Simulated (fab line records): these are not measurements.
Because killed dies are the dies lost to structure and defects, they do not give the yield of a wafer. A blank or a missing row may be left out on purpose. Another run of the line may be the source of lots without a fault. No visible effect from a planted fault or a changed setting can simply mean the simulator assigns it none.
A struck lot beside a sound one -- flow n5 finfet -- 16 out of 1938 route steps
Sound: these wafers, L289.1, L289.2, L289.3. Struck: wafer L297.4 (left out: L297.1, L297.5 of the same lot, which were not struck); the cause appears at the end.
Each step with rows lists, per side, the tool, then ch with its chambers, then its first start. Under that, the readings that differ: sound wafers -- struck wafers -- difference of the means -- sigmas: that difference in standard deviations of wafers without a fault.
alike: readings with means less than 2 such deviations apart, plus words and numbers identical on both sides. not compared: withheld readings, readings lacking a value on some wafer, bounds such as >300 that could conceal the same value, and numbers that have no deviation in the record and whose values overlap.
The two part at a step that has a row with sigmas, a row that says differs or no value, or rows on one side only. Numbers that don't overlap but have no deviation are shown without sigmas and don't part them. A reading missing from all wafers of one side parts the sides only when that side holds two or more wafers.

first, 7 steps without rows for these wafers: N5_BEOL_M4_COAT_76 (time 60 s, resist thk 5 nm); N5_BEOL_M4_COAT_22 (resist thk 30 nm); N5_BEOL_M4_EBR_24; N5_BEOL_M4_SOFTBAKE_23 (time 60 s); N5_BEOL_M4_EXPOSE_25 (exposes mask V3, defocus 5 nm); N5_BEOL_M4_PEB_26 (peb time 60 s); N5_BEOL_M4_DEVELOP_27 (develop time 30 s).
N5_BEOL_M4_CD_MEAS_28: target cd 26.2 nm, target cd y 24.1 nm.
  sound on cd sem-03 ch 0, day 8 13:37; struck on cd sem-02 ch 0, day 10 13:49
  alike: cd nm
N5_BEOL_M4_OVL_MEAS_29:
  sound on overlay-02 ch 0, day 8 13:38; struck on overlay-02 ch 0, day 10 13:51
  alike: V3_OVL
N5_BEOL_M4_INSPECT_30: inspects for defects (brightfield).
  struck on defect inspect-01, day 10 13:55; sound on defect inspect-01, day 8 13:42
  alike: raw defect count
N5_BEOL_M4_DESCUM_33: chemistry O2, time 7 s.
  sound on rie diel-03 ch 0,1,3, day 8 13:44; struck on rie diel-06 ch 1, day 10 13:56
  alike: drypump motor current A, oes product au, rf vpp V, showerhead plenum p Torr, throttle valve pct
  not compared: rf hours counter h
N5_BEOL_M4_ETCH_77: etches underlayer in N2/H2, target depth 6.5 nm, time 5.2 s.
  sound on rie diel-03 ch 0,1,3, day 8 13:46; struck on rie diel-06 ch 1, day 10 13:59
reading,sound,struck,difference,sigmas
etch rf on time s (s),5.48 5.22 5.26,5.13,-0.19,-2
  alike: bias w, drypump motor current A, oes product au, rf vpp V, showerhead plenum p Torr, throttle valve pct
  not compared: rf hours counter h
N5_BEOL_M4_ETCH_69: etches SiARC in CF4, target depth 15.6 nm, time 26 s.
  sound on rie diel-03 ch 0,1,3, day 8 13:47; struck on rie diel-06 ch 1, day 10 13:59
reading,sound,struck,difference,sigmas
cf4 flow sccm (sccm),99.6 100.3 100.3,70.0,-30.1,-79
showerhead plenum p Torr (Torr),2.11 2.20 2.10,1.84,-0.30,-5
throttle valve pct (%),15.72 15.70 15.60,14.66,-1.01,-4
  alike: bias w, drypump motor current A, etch rf on time s, oes product au, rf vpp V
  not compared: rf hours counter h
N5_BEOL_M4_ALD_98: deposits SiO2, target thk 2.5 nm, pulse time 1 s, co reactant pulse time 1 s.
  sound on ald sin-02 ch 1,2,3, day 8 16:04; struck on ald sin-03 ch 0, day 10 14:05
reading,sound,struck,difference,sigmas
precursor pulse height rel,1.008 0.999 1.012,1.052,+0.046,+2
  alike: heater power w
N5_BEOL_M4_RC_MEAS_101:
  sound on prober-02 ch 0, day 8 23:53; struck on prober-01 ch 0, day 10 23:35
reading,sound,struck,difference,sigmas
ION_P (uA/um),467 472 478,457,-15,-2
SS_N (mV/dec),72.0 71.9 72.3,70.9,-1.2,-2
  alike: DIBL_N, DIBL_P, IOFF_N, IOFF_P, ION_N, SS_P, VT_N, VT_P
next, for these wafers, 1 step has no rows: N5_PASSIVATION_PROBE_49.

== WHERE THEY PART ==
At N5_BEOL_M4_ETCH_77 first; at N5_BEOL_M4_RC_MEAS_101 last (within this record only).

WHY: whatever the simulator had introduced
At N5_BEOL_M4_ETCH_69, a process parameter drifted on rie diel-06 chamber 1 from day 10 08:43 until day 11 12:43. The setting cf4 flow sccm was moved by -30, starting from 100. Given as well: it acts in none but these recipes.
